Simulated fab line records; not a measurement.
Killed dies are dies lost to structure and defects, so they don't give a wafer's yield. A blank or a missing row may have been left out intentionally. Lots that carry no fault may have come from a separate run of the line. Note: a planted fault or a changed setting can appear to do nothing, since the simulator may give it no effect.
fab line records | flow n5_finfet
[record] lots = 5 | wafers = 15 | last_day = 19
route steps=1938 shown BEOL_M9@1450 BEOL_M10@1470 PASSIVATION@1936
lots that met no fault: from a run of the same line without faults
start_h: hours from the record's first day to the start of the lot's first wafer shown | wait_h: time in hours since the lot's previous step | " same as the row above | L1.1+2: a row that stands for several wafers | - no value, or no start given | * or withheld: withheld | < > ~ a bound
route shown NAME@n: NAME is a module with steps in the file, n the number in the route of the first one | usual: average and standard deviation across the fault-free wafers | same: alike in all rows | chamber/n: place in a boat | sites: readings site by site | _std_site: the values' standard deviation | _edge_site: mean of outer sites minus mean of inner sites | radius_mm: how far each site lies from the wafer's centre | mask NAME#n: copy n | behind: the most recent tool/chamber to have shaped the wafer | hold: reason for holding the lot/hours on hold/outcome of the hold | device: whichever transistor did not switch (one of n, p or np) | end of line: tests run on the same wafers once the route is complete | step lacking rows: just its recipe | killed: not the wafer's yield, but the dies lost to structure and defects at the first sort | map: dies across one wafer; x = killed, . = not, _ = none there
set.NAME: the setting that was run; set.NAME@STEP: the one run at that earlier step | model.NAME: the simulator's own value behind a step, which no gauge read
certain route steps with their lots: each step a table, each wafer a row
services: a tool's chamber out of use, with start hour (start_h, from the record's first day; less than 0 if before it), hours out, and reason
[[steps]]
[step N5_BEOL_M9_HM_STRIP_39]
[recipe] chemistry = peroxide_tin_strip | material = TiN | target_depth_a = 250 | temp_c = 50 | time_s = 158
[step N5_BEOL_M9_SRD_40]
[recipe] time_s = 30 | temp_c = 23 | rinse_liquid = diw | dry = ipa_marangoni
[step N5_BEOL_M9_PRECLEAN_42]
[recipe] chemistry = residue_remover | time_s = 60 | temp_c = 40
[step N5_BEOL_M9_SRD_43]
[recipe] time_s = 30 | temp_c = 23 | rinse_liquid = diw | dry = ipa_marangoni
[step N5_BEOL_M9_CD_MEAS_35]
[recipe] target_cd_nm = 70 | target_cd_y_nm = 40 | polarity = opening
[usual] cd_nm = 70.0/0.52
lot.wafer | tool      | chamber | start_h | wait_h | cd_nm
L131.1    | cd_sem-03 | -       | 274.28  | 0.0    | 70.7
L131.3    | "         | -       | "       | "      | 70.1
L131.4    | "         | -       | "       | "      | 70.0
L138.3    | cd_sem-01 | -       | 350.36  | 0.0    | 69.1
L138.5    | "         | -       | "       | "      | 69.7
L138.6    | "         | -       | "       | "      | 70.4
L140.1    | cd_sem-03 | -       | 356.39  | 0.0    | 69.7
L140.4    | "         | -       | "       | "      | 68.5
L140.5    | "         | -       | "       | "      | 69.1
L143.1    | cd_sem-02 | -       | 373.41  | 0.0    | 69.1
L143.2    | "         | -       | "       | "      | 69.0
L143.6    | "         | -       | "       | "      | 69.4
L147.3    | cd_sem-03 | -       | 394.00  | 0.0    | 69.7
L147.4    | "         | -       | "       | "      | 70.0
L147.6    | "         | -       | "       | "      | 70.3
[step N5_BEOL_M9_CURE_72]
[recipe] temp_c = 370 | time_s = 120 | ambient = DMADMS/He | material = SiCOH_lowk
[step N5_BEOL_M9_DEGAS_44]
[recipe] ambient = vacuum | temp_c = 250 | time_s = 60
[step N5_BEOL_M9_PRE_CLEAN_45]
[recipe] gas = H2/He | time_s = 30 | temp_c = 250
[step N5_BEOL_M9_ALD_74]
[recipe] material = TaN | target_thk_a = 20 | temp_c = 275 | ald_precursor_family = PDMAT | ald_co_reactant = NH3 | pressure_torr = 3 | carrier_flow_sccm = 1500 | pulse_time_s = 2 | purge_time_s = 3 | co_reactant_purge_time_s = 2 | co_reactant_pulse_time_s = 3 | ald_cycles = 40 | precursor_vessel_temp_c = 75 | precursor_vessel_pressure_torr = 26.25 | precursor_vessel_carrier_sccm = 1000
[step N5_BEOL_M9_SURFACE_TREAT_79]
[recipe] gas = Ar | time_s = * | ion_energy_ev = * | ion_current_ma_cm2 = 0.5 | pressure_mtorr = * | ar_flow_sccm = 30
[usual] throttle_valve_pct = *
lot.wafer | tool           | chamber | start_h | wait_h | throttle_valve_pct
L131.1    | pvd_sputter-01 | -       | 275.14  | 0.2    | *
L131.3    | "              | -       | "       | "      | *
L131.4    | "              | -       | "       | "      | *
L138.3    | pvd_sputter-02 | -       | 351.66  | 0.2    | *
L138.5    | "              | -       | "       | "      | *
L138.6    | "              | -       | "       | "      | *
L140.1    | pvd_sputter-01 | -       | 357.55  | 0.2    | *
L140.4    | "              | -       | "       | "      | *
L140.5    | "              | -       | "       | "      | *
L143.1    | pvd_sputter-03 | -       | 374.77  | 0.2    | *
L143.2    | "              | -       | "       | "      | *
L143.6    | "              | -       | "       | "      | *
L147.3    | pvd_sputter-01 | -       | 395.81  | 0.2    | *
L147.4    | "              | -       | "       | "      | *
L147.6    | "              | -       | "       | "      | *
[step N5_BEOL_M9_CVD_78]
[recipe] material = Co | target_thk_a = 20 | temp_c = withheld | precursor = CCTBA/H2 | pressure_torr = 30 | time_s = 138.9
[step N5_BEOL_M9_SPUTTER_48]
[recipe] material = Cu | target_thk_a = 120 | temp_c = -20 | bias_v = 60 | power_w = 26000 | chamber_pressure_pa = 0.13 | time_s = 2
[step N5_BEOL_M9_ECD_50]
[recipe] material = Cu | target_thk_a = 3180
lot.wafer  | tool      | chamber | start_h | wait_h
L131.1+3+4 | ecd_cu-01 | 0,1,0   | 275.43  | 0.1
L138.3+5+6 | ecd_cu-02 | 1,0,1   | 352.59  | 0.1
L140.1+4+5 | ecd_cu-02 | 1,0,0   | 359.32  | 0.1
L143.1+2+6 | ecd_cu-02 | 0,1,1   | 375.27  | 0.1
L147.3+4+6 | ecd_cu-01 | 1,0,0   | 396.30  | 0.1
[step N5_BEOL_M9_ANNEAL_51]
[recipe] temp_c = 225 | time_s = 90 | ambient = N2
[step N5_BEOL_M9_CMP_52]
[recipe] stop_on = SiCOH_lowk | t_overpolish_s = 7 | down_force_psi = 1 | platen_rpm = 50 | clearing_platen_down_force_psi = 1.5 | clearing_platen_rpm = 50 | post_cmp_clean = cu_alkaline | target_thk_nm = 140 | clearing_platen_pad_velocity_m_s = 0.99484 | pad_velocity_m_s = 0.99484
[usual] barrier_field_endpoint_s = 29.0/0.61 | motor_current_A = 5.8/0.77 | overpolish_run_s = 7.000/0.01 | time_to_endpoint_s = 66.5/2.7
lot.wafer | tool   | chamber | start_h | wait_h | barrier_field_endpoint_s | motor_current_A | overpolish_run_s | time_to_endpoint_s
L131.4    | cmp-04 | 2       | 276.09  | 0.1    | 28.4                     | 6.5             | 7.010            | 65.4
L131.1    | "      | 3       | "       | "      | 28.6                     | 6.5             | 6.988            | 61.3
L131.3    | "      | 0       | "       | "      | 27.6                     | 6.6             | 6.990            | 61.3
L138.3    | cmp-03 | 0       | 352.97  | 0.2    | 28.5                     | 4.8             | 7.012            | 65.5
L138.5    | "      | 0       | "       | "      | 28.8                     | 4.9             | 7.013            | 63.3
L138.6    | "      | 1       | "       | "      | 28.5                     | 5.6             | 6.995            | 62.1
L140.4    | cmp-03 | 0       | 359.80  | 0.2    | 29.2                     | 4.7             | 6.996            | 60.3
L140.1    | "      | 1       | "       | "      | 29.3                     | 5.9             | 7.000            | 65.0
L140.5    | "      | 3       | "       | "      | 29.1                     | 5.8             | 6.984            | 63.2
L143.2    | cmp-03 | 0       | 375.87  | 0.2    | 29.2                     | 4.8             | 7.007            | 67.5
L143.1    | "      | 1       | "       | "      | 29.3                     | 5.8             | 7.002            | 68.6
L143.6    | "      | 3       | "       | "      | 29.6                     | 6.0             | 7.009            | 66.4
L147.3    | cmp-04 | 2       | 397.13  | 0.2    | 29.3                     | 6.2             | 7.002            | 68.3
L147.4    | "      | 1       | "       | "      | 29.7                     | 5.1             | 7.003            | 71.1
L147.6    | "      | 2       | "       | "      | 30.2                     | 6.3             | 7.004            | 71.5
[step N5_BEOL_M9_THK_MEAS_53]
[recipe] thk_meas_gauge = xrf | reads = Cu_of_BEOL_M9_ECD_50
[usual] M9_THK = 138.4/2.1
lot.wafer | tool          | chamber | start_h | wait_h | M9_THK[nm]
L131.1    | film_metro-02 | -       | 276.38  | -      | 136.6
L131.3    | "             | -       | "       | "      | 136.7
L131.4    | "             | -       | "       | "      | 137.3
L138.3    | film_metro-02 | -       | 353.26  | -      | 137.5
L138.5    | "             | -       | "       | "      | 138.4
L138.6    | "             | -       | "       | "      | 138.0
L140.1    | film_metro-01 | -       | 360.02  | -      | 139.9
L140.4    | "             | -       | "       | "      | 140.3
L140.5    | "             | -       | "       | "      | 141.3
L143.1    | film_metro-02 | -       | 376.12  | -      | 136.8
L143.2    | "             | -       | "       | "      | 139.0
L143.6    | "             | -       | "       | "      | 135.8
L147.3    | film_metro-01 | -       | 397.43  | -      | 140.2
L147.4    | "             | -       | "       | "      | 138.4
L147.6    | "             | -       | "       | "      | 140.3
[step N5_BEOL_M9_PRE_CLEAN_55]
[recipe] gas = NH3 | time_s = 15 | temp_c = withheld | rf_power_w = 300
[step N5_BEOL_M9_DEP_56]
[recipe] material = SiCN | target_thk_a = 150 | temp_c = withheld | precursor = 3MS/NH3 | pressure_torr = 3 | rf_w = 202 | time_s = 26.5
[usual] showerhead_plenum_p_Torr = 3.669/0.014 | showerhead_vpp_V = 911/57 | throttle_valve_pct = 9.2/0.6
lot.wafer | tool     | chamber | start_h | wait_h | showerhead_plenum_p_Torr | showerhead_vpp_V | throttle_valve_pct
L131.1    | pecvd-02 | 0       | 276.45  | 0.0    | 3.656                    | 1002             | 9.4
L131.3    | "        | 2       | "       | "      | 3.687                    | 942              | 8.6
L131.4    | "        | 0       | "       | "      | 3.649                    | 984              | 9.2
L138.3    | pecvd-04 | 0       | 353.33  | 0.0    | 3.678                    | 843              | 10.4
L138.5    | "        | 1       | "       | "      | 3.655                    | 784              | 8.7
L138.6    | "        | 2       | "       | "      | 3.654                    | 937              | 8.5
L140.1    | pecvd-04 | 1       | 360.08  | 0.0    | 3.666                    | 803              | 8.7
L140.4    | "        | 0       | "       | "      | 3.675                    | 840              | 10.1
L140.5    | "        | 1       | "       | "      | 3.671                    | 807              | 8.7
L143.1    | pecvd-02 | 1       | 376.19  | 0.0    | 3.693                    | 891              | 9.7
L143.2    | "        | 2       | "       | "      | 3.677                    | 942              | 9.2
L143.6    | "        | 2       | "       | "      | 3.678                    | 935              | 8.8
L147.3    | pecvd-04 | 2       | 397.49  | 0.0    | 3.657                    | 934              | 8.8
L147.4    | "        | 2       | "       | "      | 3.653                    | 924              | 8.7
L147.6    | "        | 0       | "       | "      | 3.671                    | 845              | 9.9
[step N5_BEOL_M9_RS_MEAS_57]
[recipe] thk_meas_gauge = four-point-probe | reads = Cu_of_BEOL_M9_ECD_50+Co_of_BEOL_M9_CVD_78+TaN_of_BEOL_M9_ALD_74
[usual] M9_RS = 0.1509/0.0023
lot.wafer | tool          | chamber | start_h | wait_h | M9_RS[ohm/sq]
L131.1    | film_metro-01 | -       | 276.52  | 0.1    | 0.1518
L131.3    | "             | -       | "       | "      | 0.1520
L131.4    | "             | -       | "       | "      | 0.1515
L138.3    | film_metro-02 | -       | 353.40  | 0.1    | 0.1530
L138.5    | "             | -       | "       | "      | 0.1529
L138.6    | "             | -       | "       | "      | 0.1533
L140.1    | film_metro-01 | -       | 360.16  | 0.1    | 0.1495
L140.4    | "             | -       | "       | "      | 0.1490
L140.5    | "             | -       | "       | "      | 0.1474
L143.1    | film_metro-01 | -       | 376.26  | 0.1    | 0.1511
L143.2    | "             | -       | "       | "      | 0.1490
L143.6    | "             | -       | "       | "      | 0.1529
L147.3    | film_metro-01 | -       | 397.57  | 0.1    | 0.1499
L147.4    | "             | -       | "       | "      | 0.1518
L147.6    | "             | -       | "       | "      | 0.1499
[step N5_BEOL_M10_ILD_DEP_00]
[recipe] material = SiCOH_lowk | target_thk_a = 3085.1 | temp_c = 300 | precursor = DEMS/porogen | pressure_torr = 5 | rf_w = 500 | time_s = 58
[step N5_BEOL_M10_CURE_71]
[recipe] temp_c = 385 | time_s = 240 | ambient = He/Ar | material = SiCOH_lowk
[usual] lamp_power_pct = 52.31/0.059 | wafer_temp_C_max = 386.9/0.63
lot.wafer | tool       | chamber | start_h | wait_h | lamp_power_pct | wafer_temp_C_max
L131.1    | uv_cure-02 | 1       | 276.66  | 0.0    | 52.30          | 387.2
L131.3    | "          | 1       | "       | "      | 52.21          | 387.3
L131.4    | "          | 1       | "       | "      | 52.39          | 387.2
L138.3    | uv_cure-01 | 0       | 353.86  | 0.4    | 52.32          | 386.9
L138.5    | "          | 0       | "       | "      | 52.39          | 387.0
L138.6    | "          | 0       | "       | "      | 52.36          | 386.9
L140.1    | uv_cure-02 | 2       | 360.30  | 0.0    | 52.32          | 386.4
L140.4    | "          | 2       | "       | "      | 52.33          | 386.9
L140.5    | "          | 2       | "       | "      | 52.25          | 386.6
L143.1    | uv_cure-03 | 0       | 376.51  | 0.0    | 52.33          | 386.1
L143.2    | "          | 0       | "       | "      | 52.35          | 386.4
L143.6    | "          | 0       | "       | "      | 52.26          | 386.3
L147.3    | uv_cure-02 | 1       | 397.89  | 0.2    | 52.36          | 388.0
L147.4    | "          | 1       | "       | "      | 52.34          | 387.4
L147.6    | "          | 1       | "       | "      | 52.32          | 387.6
[step N5_BEOL_M10_THK_MEAS_01]
[recipe] reads = SiCOH_lowk_of_BEOL_M10_ILD_DEP_00
[usual] M10_ILD_THK = 268/3.7
lot.wafer | tool          | chamber | start_h | wait_h | M10_ILD_THK[nm]
L131.1    | film_metro-01 | -       | 277.17  | 0.4    | 272
L131.3    | "             | -       | "       | "      | 268
L131.4    | "             | -       | "       | "      | 277
L138.3    | film_metro-01 | -       | 354.53  | 0.5    | 267
L138.5    | "             | -       | "       | "      | 272
L138.6    | "             | -       | "       | "      | 268
L140.1    | film_metro-01 | -       | 361.30  | 0.8    | 264
L140.4    | "             | -       | "       | "      | 269
L140.5    | "             | -       | "       | "      | 269
L143.1    | film_metro-02 | -       | 377.02  | 0.4    | 264
L143.2    | "             | -       | "       | "      | 262
L143.6    | "             | -       | "       | "      | 268
L147.3    | film_metro-01 | -       | 398.25  | 0.3    | 270
L147.4    | "             | -       | "       | "      | 271
L147.6    | "             | -       | "       | "      | 269
[step N5_BEOL_M10_PECVD_70]
[recipe] material = SiO2 | target_thk_a = 200 | temp_c = 400 | precursor = TEOS/O2 | pressure_torr = 5.5 | rf_w = 450 | teos_flow_sccm = 53.8 | gas = O2 | flow_sccm = 3000 | time_s = 22.7
[step N5_BEOL_M10_HM_DEP_02]
[recipe] material = TiN | target_thk_a = 200 | temp_c = 25 | chamber_pressure_pa = 0.49996
[step N5_BEOL_M10_COAT_59]
[recipe] resist = SOC | temp_c = 250 | time_s = 60 | spin_rpm = 1500 | resist_thk_nm = 100
[step N5_BEOL_M10_COAT_60]
[recipe] resist = SiARC | temp_c = 220 | time_s = 60 | spin_rpm = 1500 | resist_thk_nm = 30
[step N5_BEOL_M10_COAT_05]
[recipe] resist = CAR-ArF | spin_rpm = 1500 | resist_thk_nm = 90
[step N5_BEOL_M10_EBR_07]
[recipe] solvent = PGMEA | ebr_width_mm = 1.5
[step N5_BEOL_M10_SOFTBAKE_06]
[recipe] temp_c = 110 | time_s = 60 | resist = CAR-ArF
[step N5_BEOL_M10_EXPOSE_08]
[recipe] mask_id = M10 | na = 1.35 | source_shape = dipole | sigma_inner = 0.411 | sigma_outer = 0.611 | polarization = te | dose_mj = 53.75
[step N5_BEOL_M10_PEB_09]
[recipe] peb_temp_c = withheld | peb_time_s = 60 | resist = CAR-ArF
[step N5_BEOL_M10_DEVELOP_10]
[recipe] develop_time_s = 30 | developer = TMAH | resist = CAR-ArF | rinse_liquid = diw | dry = air_spin | dev_temp_c = 23
[step N5_BEOL_M10_CD_MEAS_11]
[recipe] target_cd_nm = 64.1 | landing_energy_ev = 500 | detector = se_inlens | polarity = opening
[usual] cd_nm = 64.2/0.44
lot.wafer | tool      | chamber | start_h | wait_h | cd_nm
L131.1    | cd_sem-02 | 0       | 278.57  | -      | 64.5
L131.3    | "         | 0       | "       | "      | 64.5
L131.4    | "         | 0       | "       | "      | 64.4
L138.3    | cd_sem-01 | 0       | 355.08  | -      | 64.2
L138.5    | "         | 0       | "       | "      | 64.1
L138.6    | "         | 0       | "       | "      | 64.0
L140.1    | cd_sem-03 | 0       | 362.34  | -      | 64.0
L140.4    | "         | 0       | "       | "      | 63.8
L140.5    | "         | 0       | "       | "      | 64.1
L143.1    | cd_sem-03 | 0       | 378.95  | -      | 64.8
L143.2    | "         | 0       | "       | "      | 64.6
L143.6    | "         | 0       | "       | "      | 65.1
L147.3    | cd_sem-03 | 0       | 399.60  | -      | 64.1
L147.4    | "         | 0       | "       | "      | 64.5
L147.6    | "         | 0       | "       | "      | 64.8
[step N5_BEOL_M10_OVL_MEAS_12]
[recipe] points_per_wafer = 44
[usual] M10_OVL = 0.0/0.68
lot.wafer | tool       | chamber | start_h | wait_h | M10_OVL[nm]
L131.1    | overlay-01 | 0       | 278.60  | 0.0    | 0.7
L131.3    | "          | 0       | "       | "      | 1.6
L131.4    | "          | 0       | "       | "      | 0.0
L138.3    | overlay-01 | 0       | 355.11  | 0.0    | 0.1
L138.5    | "          | 0       | "       | "      | 0.0
L138.6    | "          | 0       | "       | "      | 0.0
L140.1    | overlay-02 | 0       | 362.37  | 0.0    | -0.5
L140.4    | "          | 0       | "       | "      | -0.4
L140.5    | "          | 0       | "       | "      | 0.1
L143.1    | overlay-01 | 0       | 379.00  | 0.0    | 0.9
L143.2    | "          | 0       | "       | "      | 1.0
L143.6    | "          | 0       | "       | "      | -0.6
L147.3    | overlay-01 | 0       | 399.62  | 0.0    | 0.3
L147.4    | "          | 0       | "       | "      | -0.7
L147.6    | "          | 0       | "       | "      | -0.4
[step N5_BEOL_M10_DESCUM_16]
[recipe] chemistry = O2 | time_s = 7.9 | source_power_w = 50 | bias_power_w = 20 | pressure_mtorr = 20 | rf_frequency_hz = 2.712e+07 | temp_c = 40 | resist = CAR-ArF | o2_flow_sccm = 225
[step N5_BEOL_M10_ETCH_61]
[recipe] chemistry = CF4 | target = SiARC | target_depth_a = 390 | mask_material = CAR-ArF | time_s = 65 | ion_energy_ev = 80 | pressure_mtorr = 40 | source_w = 545 | bias_w = 36 | Ar_flow_sccm = 100 | cf4_flow_sccm = 100 | ends = cleared
[step N5_BEOL_M10_ETCH_62]
[recipe] chemistry = N2/H2 | target = SOC | target_depth_a = 1100 | overetch_a = 220 | mask_material = SiARC | temp_c = 40 | time_s = 165 | ion_energy_ev = 200 | pressure_mtorr = 30 | source_w = 840 | bias_w = 150 | n2_flow_sccm = 200 | h2_flow_sccm = 200
[step N5_BEOL_M10_STRIP_68]
[recipe] chemistry = N2/H2 | temp_c = 40 | n2_flow_sccm = 200 | h2_flow_sccm = 200 | rf_frequency_hz = 6e+07
[step N5_BEOL_M10_STRIP_67]
[recipe] chemistry = CF4 | resist = SiARC | power_w = 300 | bias_power_w = 75 | pressure_mtorr = 50 | cf4_flow_sccm = 150 | rf_frequency_hz = 6e+07
[step N5_BEOL_M10_HM_OPEN_17]
[recipe] chemistry = Cl2/BCl3 | target_depth_a = 200 | overetch_a = 60 | target = TiN | mask_material = SOC | ion_energy_ev = 150 | pressure_mtorr = 10 | icp_w = 1000 | bias_w = 126 | Cl2_flow_sccm = 53.25 | bcl3_flow_sccm = 21.75 | Ar_flow_sccm = 25
[usual] chamber_pressure_mTorr = 10.000/0.011 | drypump_motor_current_A = 5.94/0.13 | oes_product_au = 0.70/0.06 | throttle_valve_pct = 22.02/0.26
lot.wafer | tool         | chamber | start_h | wait_h | chamber_pressure_mTorr | drypump_motor_current_A | oes_product_au | rf_hours_counter_h | throttle_valve_pct
L131.1    | rie_metal-02 | 0       | 279.00  | 0.0    | 10.003                 | 6.17                    | 0.66           | 51                 | 22.38
L131.3    | "            | 1       | "       | "      | 10.008                 | 5.88                    | 0.64           | -                  | 21.86
L131.4    | "            | 0       | "       | "      | 10.000                 | 6.15                    | 0.66           | -                  | 22.40
L138.3    | rie_metal-01 | 0       | 355.52  | 0.1    | 10.001                 | 6.04                    | 0.83           | -                  | 21.72
L138.5    | "            | 0       | "       | "      | 10.012                 | 6.05                    | 0.81           | -                  | 21.72
L138.6    | "            | 1       | "       | "      | 9.999                  | 5.89                    | 0.69           | -                  | 21.82
L140.1    | rie_metal-02 | 0       | 362.70  | 0.0    | 9.997                  | 6.19                    | 0.64           | 58                 | 22.42
L140.4    | "            | 1       | "       | "      | 9.998                  | 5.79                    | 0.63           | -                  | 21.87
L140.5    | "            | 0       | "       | "      | 9.995                  | 6.17                    | 0.65           | -                  | 22.40
L143.1    | rie_metal-03 | 1       | 379.33  | 0.0    | 9.989                  | 5.97                    | 0.73           | 23                 | 21.88
L143.2    | "            | 0       | "       | "      | 10.012                 | 5.79                    | 0.75           | 19                 | 22.35
L143.6    | "            | 0       | "       | "      | 10.002                 | 5.79                    | 0.74           | -                  | 22.35
L147.3    | rie_metal-03 | 0       | 399.98  | 0.1    | 9.994                  | 5.82                    | 0.73           | -                  | 22.36
L147.4    | "            | 1       | "       | "      | 10.001                 | 5.94                    | 0.71           | -                  | 21.87
L147.6    | "            | 0       | "       | "      | 10.008                 | 5.80                    | 0.73           | -                  | 22.34
[step N5_PASSIVATION_PROBE_49]
[usual] defect_limited_yield = 91.6/1.6 | killed_at_M0_to_M3 = 32/9.7 | killed_at_M4_up = 13/4.4 | killed_at_contacts = 12/6.5 | killed_at_front_end = 38/12 | killed_at_other = 3.7/3 | killed_dies = 99/18 | killed_on_rim = 13/3.9 | killed_open = 66/14 | killed_short = 32/7.5 | sort_bin_5_function = 4.9/1 | sort_bin_6_memory = 3.2/0.73 | sort_n_pass = 1081/18 | sort_yield_pct = 91.6/1.6
[same] gross_dies = 1180 | killed_at_back_side = 0 | sort_bin_4_leakage[%] = 0 | sort_bin_8_speed[%] = 0
lot.wafer | tool      | chamber | start_h | wait_h | defect_limited_yield[%] | killed_at_M0_to_M3 | killed_at_M4_up | killed_at_contacts | killed_at_front_end | killed_at_other | killed_dies | killed_on_rim | killed_open | killed_short | sort_bin_5_function[%] | sort_bin_6_memory[%] | sort_n_pass | sort_yield_pct[%]
L131.3    | prober-02 | -       | 329.35  | 0.1    | 49.2                    | 29                 | 512             | 20                 | 36                  | 2               | 599         | 85            | 71          | 25           | 33.8                   | 14.2                 | 581         | 49.2
// killed by level:class
L131.3 BEOL_M9:unspecified=501 MOL_CONTACT_COAG:geometric_particle:open=19 STI_FIN_REVEAL:geometric_particle:open=9 BEOL_M1:geometric_particle:open=9 GATE_CUT:geometric_particle:short=7 BEOL_M0_SAQP:geometric_particle:short=7 BEOL_M0_SAQP:geometric_particle:open=6 FIN_SAQP:geometric_particle:open=5
// map L131.3 (x killed, . not)
_________________.x.....xx..x________________
______________x.xxx.xx..xxx..xxx_____________
___________x.xxx.xx.x....x..xxxx.x.__________
__________x.xx...xxx.xx...x..xxx.xxx_________
________...xxx.xx..x.xx..x..x.x.x..xxx_______
_______.xx..xxxx..x....x.xx...x.xx.x.xx______
______x.x..xxx...xx.xx..x..xx.xx.xx...x._____
_____..xxx..xx...x...x.....xxx..x..xx..x.____
____...xx.xx.xxxx.x.x.x..x......x......xxx___
___.x.......xxxxxxx.xx..xx.....xx.x.x.xxx.x__
___xxxxx.x.xx..xxxx..x.xx.....x.x.xx..x...x__
__xx..xx.....xxxxxxxx...x.xxx.xxx.x.x.xx.x.x_
__xx.x.xxxx.xxx.x.x.x..x..x.x.x.xxxxx.xx.x.x_
_xx.xxx.xxx..xxxx...x..x.......xxx...x...xxx.
_xxxx...xx..x.x.x.xx.xxx.x.xxx..xx...x.....x.
_x..x.x...xxx.x.xx.x.xxx...x.x.xxxx.xxxx...xx
_xx.xxxxx....xx.xxxx..x......xx.....x.x.x..x.
_x...x.xx..x...x......x.xxxxxx..x.x..x.....xx
_x....x.x...xx...x..x.xx.xxx..xx....xx.x...x.
_xxx..xx...x..xxxxxxx..x.xx.x.x....x.x.....x.
_.x.xxx.xx.xxxxxxx.x..x.xx....x.xx.xx.x.xx...
__.x...xxxxx..x.x.xx..x.xx.x...xx.xx.x...xx._
__..x.x.xxx..x......xx.x.x.x.x.x.....xxxxx.._
___xxxxxxx.x.xxxx.xx.x.xxxxxx..x.x...xx.xx.__
___.xxxx..x....xxxxxx.xxxx.xxxx..x.....xx.x__
____xx.xx.xx..x.xxx.xx.....x..xxx.x...xxx.___
_____x......x..xx....x..xx.x..xx....xxxx.____
______xx.x...xx.x..xx.x.xxxx.x.x.xxx..x._____
_______xx....x.x.....x.x.xx..x..xx.x.xx______
________xxx..x.x.xx...x.xxxxxx.x..x..._______
__________xx.xxx..x..xxxxxx.x..x...x_________
___________xxxx.xxx.xxx...xxx..x.x.__________
______________.x.xxx..x.x..xxxx._____________
_________________...x...x...x________________
// map L147.6 (x killed, . not)
_________________.....x....x.________________
______________.........x....x..._____________
___________x...................x...__________
__________..x......x..xx............_________
________.............x...x........x..._______
_______x..x...x............x...........______
______.....x............................_____
_____.....xxx.x.....x.......x............____
____...................x...........x....x.___
___.........................x...x.......x..__
___x.x.xx....x..x....x....x.x..............__
__.....x..x..x.........xxx.x............x..._
__......x..x..................xx............_
_x........x..x........x..x.x....x....x.......
_..x..........x....x......x................x.
_.....x.......................x.....x........
_...........x.....x....x......x..............
_x.........x.................x....x.....xx...
_.....xx......................x..x..x.....x..
_.......x..x.x..............x....x.......x...
_x..x.x...x........x.x.....................x.
__......................xx..x...xx.........._
__..........xx.x.......x........x..........._
___.........xx..................x......x...__
___...........x.....x....x.....x.....x.....__
____..x......x....................x..x....___
_____....x.....x.........................____
______...x.............................._____
_______...........x........x.x.........______
________......x.........x........x...._______
__________...........xx............._________
___________...x.x...............x..__________
______________..............xx.._____________
_________________..........x.________________
[[services]]
tool           | chamber | start_h | hours | kind
cmp-03         | -       | 254.32  | 4.0   | pm
cmp-03         | -       | 258.32  | -     | consumable_replace:conditioner
cmp-03         | -       | 258.32  | -     | consumable_replace:pad
ecd_cu-01      | -       | 258.37  | 2.3   | repair
pvd_sputter-02 | -       | 265.13  | 12.8  | repair
pecvd-04       | 1       | 266.50  | 2.1   | scheduled_down
cmp-04         | -       | 267.99  | 4.0   | pm
uv_cure-01     | -       | 273.85  | 6.0   | pm
uv_cure-01     | -       | 279.85  | 1.0   | pm
rie_metal-01   | 0       | 283.97  | 2.3   | repair
pecvd-04       | 2       | 293.08  | 5.5   | scheduled_down
ecd_cu-02      | -       | 293.37  | 0.7   | repair
uv_cure-01     | -       | 294.23  | 7.5   | pm
ecd_cu-01      | -       | 307.20  | 2.7   | repair
pecvd-02       | -       | 309.13  | 1.0   | repair
pecvd-04       | 1       | 317.96  | 5.0   | scheduled_down
cmp-03         | -       | 339.75  | 1.4   | repair
cmp-03         | -       | 351.50  | 1.3   | repair
pvd_sputter-03 | -       | 361.72  | 2.7   | repair
uv_cure-03     | -       | 377.38  | 2.1   | pm
cmp-03         | -       | 378.34  | 3.5   | repair
ecd_cu-01      | -       | 381.78  | 3.5   | pm
ecd_cu-01      | -       | 387.26  | 2.6   | repair
uv_cure-02     | -       | 399.85  | 1.7   | repair
[[key]]
[first_sign] step = N5_PASSIVATION_PROBE_49 | reading = killed_at_M4_up | direction = up | sigmas = 99+ | usual = 13 | struck = 512
[effect] step = N5_PASSIVATION_PROBE_49 | reading = defect_limited_yield | direction = down | sigmas = 27 | usual = 91.6 | struck = 49.2
[more_kills_born_at] N5_BEOL_M9_ECD_50@ecd_cu-01 = 501
met_at N5_BEOL_M9_ECD_50
struck_wafers L131.3
[fault] kind = chamber_particle_source | tool = ecd_cu-01 | chamber = 1 | onset_h = 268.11 | steps = N5_BEOL_M9_ECD_50 | rate_per_visit_cm2 = 1.1606 | end_h = 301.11
